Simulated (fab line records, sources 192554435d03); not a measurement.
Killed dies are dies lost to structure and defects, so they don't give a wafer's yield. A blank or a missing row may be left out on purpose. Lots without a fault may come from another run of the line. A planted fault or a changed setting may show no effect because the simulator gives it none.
fab line records | flow n5_finfet
record lots=5 wafers=15 last_day=15
route steps=1938 shown TV_LITHO@1878 TV_OPEN@1887
lots that met no fault: from a run of the same line without faults
start_h: hours from the record's first day to the start of the lot's first wafer shown | wait_h: hours since the lot's step before | " the same as in the row above | L1.1+2: a row that stands for several wafers | - no value, or no start given | * or withheld: withheld | < > ~ a bound
route shown NAME@n: a module of which the file shows steps, and the number in the route of the first | usual: mean/standard deviation of fault-free wafers | same: alike in all rows | chamber/n: place in a boat | sites: the reading at each site | _std_site: their standard deviation | _edge_site: outer sites' mean less inner sites' | radius_mm: how far each site lies from the wafer's centre | mask NAME#n: copy n | behind: the tool/chamber that last shaped the wafer | hold: why the lot was held/for how many hours/how that ended | device: the transistor (n, p or np) that didn't switch | end of line: the same wafers' tests at the end of the route | a step without rows: its recipe alone | killed: dies lost to structure and defects at the first sort, not the wafer's yield | map: a wafer's dies, x killed, . not, _ none there
set.NAME: the setting as run; set.NAME@STEP: as run at that earlier step | model.NAME: the simulator's own value behind a step, which no gauge read
lots at some steps of the route; a table a step, a row a wafer
services: from which hour (start_h, from the record's first day; less than 0 if before it) a tool's chamber was out of use, for how many hours, and why
## steps
# step N5_PASSIVATION_SOFTBAKE_05
# recipe temp_c=100 time_s=90
# step N5_PASSIVATION_EXPOSE_07
# recipe mask_id=TV na=0.55 source_shape=conventional sigma_outer=0.8 polarization=unpolarized defocus_nm=0 target_cd_nm=3000 dose_mj=22.75
# step N5_PASSIVATION_PEB_08
# recipe peb_temp_c=withheld peb_time_s=*
# step N5_PASSIVATION_DEVELOP_09
# recipe develop_time_s=60 rinse_liquid=diw dry=air_spin dev_temp_c=21
# step N5_PASSIVATION_HARDBAKE_11
# recipe temp_c=130 time_s=120
# step N5_PASSIVATION_CD_MEAS_10
# recipe target_cd_nm=3000 landing_energy_ev=500 detector=se_inlens
# usual cd_nm=2999.9/1.7
# columns lot.wafer tool chamber start_h wait_h cd_nm
L525.2 cd_sem-03 0 256.54 - 3001.3
L525.4 " 0 " " 3001.4
L525.5 " 0 " " 2999.7
L529.2 cd_sem-03 0 287.06 - 3000.0
L529.4 " 0 " " 3001.8
L529.6 " 0 " " 3002.1
L531.2 cd_sem-03 0 298.53 - 3000.1
L531.3 " 0 " " 3002.5
L531.5 " 0 " " 3001.7
L537.1 cd_sem-03 0 325.76 - 3000.6
L537.4 " 0 " " 3000.3
L537.6 " 0 " " 3001.1
L543.2 cd_sem-02 0 362.02 - 3000.5
L543.3 " 0 " " 2999.9
L543.5 " 0 " " 3000.7
# step N5_PASSIVATION_OVL_MEAS_60
# recipe points_per_wafer=44
# usual TV_OVL=5/5.2
# columns lot.wafer tool chamber start_h wait_h TV_OVL[nm]
L525.2 overlay-02 0 256.57 0.0 10
L525.4 " 0 " " 4
L525.5 " 0 " " 5
L529.2 overlay-01 0 287.09 0.0 -2
L529.4 " 0 " " 3
L529.6 " 0 " " 0
L531.2 overlay-02 0 298.56 0.0 7
L531.3 " 0 " " 4
L531.5 " 0 " " 11
L537.1 overlay-02 0 325.79 0.0 -5
L537.4 " 0 " " -9
L537.6 " 0 " " -2
L543.2 overlay-01 0 362.05 0.0 7
L543.3 " 0 " " 8
L543.5 " 0 " " 7
# step N5_PASSIVATION_INSPECT_61
# recipe mode=adi inspect_instrument=macro
# usual raw_defect_count=1.9/1.3
# columns lot.wafer tool chamber start_h wait_h raw_defect_count
L525.2 defect_inspect-01 - 256.59 0.0 4
L525.4 " - " " 1
L525.5 " - " " 0
L529.2 defect_inspect-02 - 287.12 0.0 4
L529.4 " - " " 0
L529.6 " - " " 1
L531.2 defect_inspect-02 - 298.58 0.0 0
L531.3 " - " " 0
L531.5 " - " " 3
L537.1 defect_inspect-01 - 325.82 0.0 2
L537.4 " - " " 0
L537.6 " - " " 2
L543.2 defect_inspect-01 - 362.07 0.0 1
L543.3 " - " " 2
L543.5 " - " " 1
# step N5_PASSIVATION_DESCUM_12
# recipe chemistry=O2 time_s=7.9 source_power_w=50 bias_power_w=20 pressure_mtorr=20 rf_frequency_hz=2.712e+07 temp_c=40 o2_flow_sccm=225
# usual drypump_motor_current_A=5.7/0.4 oes_product_au=0.80/0.078 rf_fwd_power_W=49.69/0.19 rf_vpp_V=243.1/1.1 showerhead_plenum_p_Torr=2.09/0.042 throttle_valve_pct=20.40/0.29
# columns lot.wafer tool chamber start_h wait_h drypump_motor_current_A oes_product_au rf_fwd_power_W rf_hours_counter_h rf_vpp_V showerhead_plenum_p_Torr throttle_valve_pct
L525.2 rie_diel-01 1 256.86 0.3 5.7 0.82 49.64 100 244.9 2.12 20.44
L525.4 " 3 " " 5.1 0.93 49.66 19 243.2 2.13 20.09
L525.5 " 3 " " 5.1 0.94 50.11 - 244.0 2.13 20.10
L529.2 rie_diel-01 0 287.30 0.2 5.6 0.73 49.57 173 244.1 2.09 20.48
L529.4 " 3 " " 5.1 0.90 49.82 32 244.0 2.13 20.12
L529.6 " 1 " " 5.7 0.80 49.79 - 245.2 2.11 20.45
L531.2 rie_diel-05 2 299.77 1.2 5.0 0.85 49.96 48 241.9 2.13 19.89
L531.3 " 1 " " 6.2 0.77 49.55 121 244.7 2.11 20.79
L531.5 " 3 " " 5.4 0.72 49.54 - 243.4 2.08 20.96
L537.1 rie_diel-03 2 326.01 0.2 5.5 0.71 49.53 184 244.6 2.08 20.41
L537.4 " 3 " " 6.2 0.82 49.84 88 244.4 2.12 20.40
L537.6 " 3 " " 6.2 0.82 49.85 - 243.1 2.12 20.38
L543.2 rie_diel-03 2 362.24 0.2 5.5 0.70 49.94 195 241.5 2.07 20.43
L543.3 " 3 " " 6.2 0.81 49.64 100 243.8 2.12 20.41
L543.5 " 2 " " 5.5 0.70 49.61 - 242.1 2.07 20.42
# step N5_PASSIVATION_PASS_ETCH_74
# recipe chemistry=CF4/O2 target=SiNx target_depth_a=2200 time_s=110 ion_energy_ev=100 pressure_mtorr=40 source_w=535 bias_w=49 Ar_flow_sccm=100 cf4_flow_sccm=100 O2_flow_sccm=10
# usual drypump_motor_current_A=5.7/0.41 mfc_ar_sccm=100.0/0.32 oes_product_au=0.80/0.079 rf_fwd_power_W=532.6/1.9 rf_vpp_V=239.7/2.7 showerhead_plenum_p_Torr=2.20/0.042 throttle_valve_pct=15.95/0.28
# columns lot.wafer tool chamber start_h wait_h drypump_motor_current_A mfc_ar_sccm oes_product_au rf_fwd_power_W rf_hours_counter_h rf_vpp_V showerhead_plenum_p_Torr throttle_valve_pct
L525.2 rie_diel-01 1 256.93 0.0 5.7 99.6 0.81 531.1 100 246.0 2.23 15.96
L525.4 " 3 " " 5.1 100.6 0.94 530.8 19 240.0 2.25 15.66
L525.5 " 3 " " 5.1 100.4 0.94 529.4 - 241.2 2.25 15.65
L529.2 rie_diel-01 0 287.36 0.0 5.6 100.4 0.74 530.9 173 238.7 2.20 16.03
L529.4 " 3 " " 5.1 100.1 0.92 534.0 32 239.9 2.24 15.69
L529.6 " 1 " " 5.7 100.2 0.80 532.4 - 245.5 2.22 15.96
L531.2 rie_diel-05 2 299.83 0.0 5.0 100.1 0.87 531.6 48 234.8 2.24 15.44
L531.3 " 1 " " 6.2 99.9 0.78 532.0 121 240.6 2.22 16.28
L531.5 " 3 " " 5.4 99.7 0.73 530.9 - 237.0 2.19 16.54
L537.1 rie_diel-03 2 326.08 0.0 5.5 99.1 0.72 535.2 184 239.0 2.20 16.02
L537.4 " 3 " " 6.3 99.9 0.83 535.7 88 240.7 2.22 15.87
L537.6 " 3 " " 6.2 99.9 0.82 534.8 - 241.8 2.22 15.86
L543.2 rie_diel-03 2 362.30 0.0 5.4 100.3 0.70 532.5 195 240.3 2.19 16.05
L543.3 " 3 " " 6.2 99.8 0.81 534.8 100 238.5 2.22 15.88
L543.5 " 2 " " 5.5 100.5 0.71 531.4 - 239.8 2.19 16.05
# step N5_PASSIVATION_VIA_ETCH_13
# recipe chemistry=CHF3/O2 target=SiO2 target_depth_a=6600 CHF3_flow_sccm=50 O2_flow_sccm=5 Ar_flow_sccm=200 time_s=330 mask_material=PR pressure_mtorr=30 source_w=650 bias_w=170 ion_energy_ev=200 ends=cleared
# usual drypump_motor_current_A=5.7/0.4 etch_rf_on_time_s=235/4.2 mfc_ar_sccm=200.0/0.53 oes_product_au=0.72/0.07 rf_fwd_power_W=648.2/2.1 rf_vpp_V=522/5.2 showerhead_plenum_p_Torr=2.40/0.049 throttle_valve_pct=18.84/0.28
# columns lot.wafer tool chamber start_h wait_h drypump_motor_current_A etch_rf_on_time_s mfc_ar_sccm oes_product_au rf_fwd_power_W rf_hours_counter_h rf_vpp_V showerhead_plenum_p_Torr throttle_valve_pct
L525.2 rie_diel-01 1 257.02 0.0 5.8 232 200.1 0.73 649.6 101 534 2.43 18.84
L525.4 " 3 " " 5.1 232 199.7 0.85 648.1 19 525 2.46 18.59
L525.5 " 3 " " 5.2 233 199.6 0.84 650.3 - 526 2.46 18.58
L529.2 rie_diel-01 0 287.46 0.0 5.6 229 199.8 0.67 646.6 173 520 2.41 18.94
L529.4 " 3 " " 5.1 230 200.0 0.82 647.9 32 523 2.46 18.62
L529.6 " 1 " " 5.7 232 200.3 0.73 648.0 - 533 2.43 18.87
L531.2 rie_diel-05 2 299.92 0.0 5.0 227 200.6 0.78 649.0 48 512 2.46 18.38
L531.3 " 1 " " 6.2 235 199.6 0.69 646.7 121 522 2.42 19.19
L531.5 " 3 " " 5.4 239 200.5 0.65 648.0 - 518 2.39 19.39
L537.1 rie_diel-03 2 326.17 0.0 5.4 235 199.7 0.64 646.0 184 523 2.40 18.90
L537.4 " 3 " " 6.2 239 200.2 0.74 647.1 88 521 2.43 18.76
L537.6 " 3 " " 6.2 236 200.1 0.75 645.5 - 522 2.43 18.76
L543.2 rie_diel-03 2 362.40 0.0 5.5 234 199.1 0.64 643.6 196 522 2.40 18.91
L543.3 " 3 " " 6.3 231 200.8 0.73 646.4 100 521 2.43 18.79
L543.5 " 2 " " 5.5 237 199.6 0.64 647.2 - 523 2.40 18.92
# step N5_PASSIVATION_STRIP_14
# recipe chemistry=O2 power_w=600 temp_c=60 pressure_mtorr=30 rf_frequency_hz=6e+07 bias_power_w=0 overash_fraction=0.5 o2_flow_sccm=225
# usual drypump_motor_current_A=5.7/0.41 oes_product_au=0.80/0.078 rf_vpp_V=3.7/0.98 showerhead_plenum_p_Torr=2.09/0.042 throttle_valve_pct=16.64/0.29
# columns lot.wafer tool chamber start_h wait_h drypump_motor_current_A oes_product_au rf_hours_counter_h rf_vpp_V showerhead_plenum_p_Torr throttle_valve_pct
L525.2 rie_diel-01 1 257.22 0.1 5.8 0.83 101 5.1 2.12 16.65
L525.4 " 3 " " 5.1 0.94 19 5.1 2.14 16.31
L525.5 " 3 " " 5.1 0.94 - 2.1 2.14 16.33
L529.2 rie_diel-01 0 287.65 0.1 5.6 0.73 173 2.1 2.09 16.75
L529.4 " 3 " " 5.1 0.90 33 3.0 2.13 16.33
L529.6 " 1 " " 5.7 0.81 - 3.5 2.12 16.69
L531.2 rie_diel-05 2 300.12 0.1 5.0 0.86 48 3.1 2.14 16.13
L531.3 " 1 " " 6.2 0.76 121 3.0 2.11 17.00
L531.5 " 3 " " 5.5 0.71 - 4.6 2.08 17.21
L537.1 rie_diel-03 2 326.37 0.1 5.5 0.72 184 3.8 2.08 16.67
L537.4 " 3 " " 6.2 0.83 89 4.4 2.13 16.62
L537.6 " 3 " " 6.2 0.83 - 4.4 2.13 16.62
L543.2 rie_diel-03 2 362.59 0.1 5.5 0.71 196 2.6 2.08 16.70
L543.3 " 3 " " 6.2 0.80 100 4.8 2.12 16.66
L543.5 " 2 " " 5.5 0.69 - 4.5 2.08 16.70
# step N5_PASSIVATION_ETCH_15
# recipe chemistry=CF4/N2 target=SiCN target_depth_a=750 taper_deg=2 time_s=81.2 ion_energy_ev=150 mask_material=SiNx pressure_mtorr=40 source_w=430 bias_w=70 Ar_flow_sccm=100 cf4_flow_sccm=60 n2_flow_sccm=60
# usual drypump_motor_current_A=5.7/0.4 mfc_ar_sccm=99.99/0.29 oes_product_au=0.80/0.079 rf_fwd_power_W=428.0/1.6 rf_vpp_V=382.2/1.3 showerhead_plenum_p_Torr=2.20/0.043 throttle_valve_pct=15.40/0.28
# columns lot.wafer tool chamber start_h wait_h drypump_motor_current_A mfc_ar_sccm oes_product_au rf_fwd_power_W rf_hours_counter_h rf_vpp_V showerhead_plenum_p_Torr throttle_valve_pct model.etch.depth_nm
L525.2 rie_diel-01 1 257.26 - 5.7 99.76 0.82 427.2 101 382.7 2.23 15.37 65.39
L525.4 " 3 " " 5.2 99.65 0.95 429.6 19 381.9 2.25 15.11 66.86
L525.5 " 3 " " 5.1 100.05 0.95 428.6 - 383.8 2.25 15.12 66.86
L529.2 rie_diel-01 0 287.69 - 5.6 100.78 0.74 425.8 173 382.1 2.20 15.51 65.89
L529.4 " 3 " " 5.1 99.99 0.83 428.3 33 384.2 2.25 15.13 57.4
L529.6 " 1 " " 5.7 99.71 0.81 427.8 - 382.2 2.22 15.41 65.24
L531.2 rie_diel-05 2 300.16 - 5.0 100.26 0.87 427.7 48 382.8 2.24 14.88 67.66
L531.3 " 1 " " 6.2 99.73 0.79 427.1 121 382.3 2.22 15.75 65.13
L531.5 " 3 " " 5.4 99.86 0.73 429.7 - 381.8 2.19 15.97 65.46
L537.1 rie_diel-03 2 326.41 - 5.5 99.71 0.72 427.5 184 382.1 2.20 15.49 65.01
L537.4 " 3 " " 6.2 99.86 0.82 430.8 89 382.7 2.23 15.31 64.61
L537.6 " 3 " " 6.2 99.98 0.82 429.5 - 384.0 2.23 15.31 64.86
L543.2 rie_diel-03 2 362.63 - 5.5 99.83 0.71 428.3 196 382.0 2.19 15.52 64.6
L543.3 " 3 " " 6.2 100.10 0.81 431.1 101 382.3 2.22 15.34 64.39
L543.5 " 2 " " 5.4 99.81 0.70 426.9 - 382.7 2.19 15.50 64.56
# step N5_PASSIVATION_STRIP_73
# recipe chemistry=post_etch_residue_remover time_s=60 temp_c=25 remover_ph=withheld remover_water_wt_pct=withheld remover_fluoride_wt_pct=withheld
## services
# columns tool chamber start_h hours kind
rie_diel-01 - 232.90 2.8 pm
rie_diel-03 2 248.66 32.5 repair
rie_diel-05 - 255.94 4.4 repair
rie_diel-03 3 261.12 1.6 repair
rie_diel-05 0 261.54 - clean
rie_diel-05 0 261.54 - consumable_replace:focus_ring
rie_diel-05 0 261.54 20.1 scheduled_down
rie_diel-05 0 261.54 20.1 vent_cycle
rie_diel-05 - 265.35 34.4 repair
rie_diel-03 1 349.49 7.0 repair
rie_diel-05 3 353.07 7.0 repair
## key
first_sign none at tools or gauges
model_effect step=N5_PASSIVATION_ETCH_15 value=etch.depth_nm without=67.81 struck=57.4
met_at N5_PASSIVATION_ETCH_15
struck_wafers L529.4
onset_between 257.26 287.69
fault kind=process_parameter_drift tool=rie_diel-01 chamber=3 onset_h=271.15 steps=N5_PASSIVATION_ETCH_15 channel=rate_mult offset=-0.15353 shape=step
